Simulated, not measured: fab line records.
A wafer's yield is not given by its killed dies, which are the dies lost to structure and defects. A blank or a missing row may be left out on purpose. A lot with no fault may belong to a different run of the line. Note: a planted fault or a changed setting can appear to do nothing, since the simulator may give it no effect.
Matching of chambers + flow nand harc + 4 sister chambers for NHARC_A_STAIRCASE_ALD_415 on ald hk-02
The step deposits SiO2, target thk 30 nm, pulse time 6 s, ald cycles 300. 8 wafers are shown with their chamber, then 12 later ones without.

## EACH WAFER AND ITS CHAMBER
| wafer  | chamber | heater power w (W) | precursor pulse height rel |
|--------|---------|--------------------|----------------------------|
| L084.1 | 1       | 414                | 0.997                      |
| L086.3 | 0       | 510                | 0.997                      |
| L090.3 | 2       | 475                | 0.977                      |
| L090.5 | 3       | 429                | 0.980                      |
| L090.6 | 0       | 495                | 1.001                      |
| L092.1 | 1       | 431                | 0.995                      |
| L092.3 | 3       | 432                | 1.020                      |
| L092.4 | 2       | 484                | 0.994                      |

## WAFERS WITHOUT THEIR CHAMBER
| wafer  | heater power w (W) | precursor pulse height rel |
|--------|--------------------|----------------------------|
| L093.2 | 498                | 1.008                      |
| L093.4 | 423                | 0.986                      |
| L093.5 | 476                | 0.986                      |
| L095.1 | 431                | 0.970                      |
| L095.3 | 418                | 0.980                      |
| L095.5 | 439                | 0.992                      |
| L096.1 | 428                | 0.958                      |
| L096.3 | 428                | 0.998                      |
| L096.4 | 478                | 0.977                      |
| L097.3 | 476                | 1.011                      |
| L097.4 | 438                | 0.993                      |
| L097.6 | 489                | 1.012                      |

## THE CHAMBER EACH PASSED THROUGH
| wafer  | from the rows above     | in truth |
|--------|-------------------------|----------|
| L093.2 | can't be placed: 0 or 2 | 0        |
| L093.4 | can't be placed: 1 or 3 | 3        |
| L093.5 | 2                       | 2        |
| L095.1 | can't be placed: 3 or 1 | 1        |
| L095.3 | can't be placed: 1 or 3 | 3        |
| L095.5 | can't be placed: 3 or 1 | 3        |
| L096.1 | can't be placed: 1 or 3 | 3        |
| L096.3 | can't be placed: 3 or 1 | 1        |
| L096.4 | 2                       | 2        |
| L097.3 | can't be placed: 2 or 0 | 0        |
| L097.4 | can't be placed: 3 or 1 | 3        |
| L097.6 | can't be placed: 0 or 2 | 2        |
Correct placement for 2 of the 12. These rows do not allow placing 10 (true chamber among the candidates in 10). Number placed wrongly: 0.
How it was worked out, from the rows above alone: a wafer's distance from a chamber is the root of the sum, over the readings, of the square of ((its reading less the chamber's mean) divided by the reading's scatter). The wafer belongs to the nearest chamber; if the next one is less than 2 further off, it can't be placed. The mean given for a chamber averages the wafers shown for that chamber. The scatter is the square root of a quotient: the sum, over the shown wafers, of each reading's squared deviation from its chamber's mean, divided by wafers minus chambers.
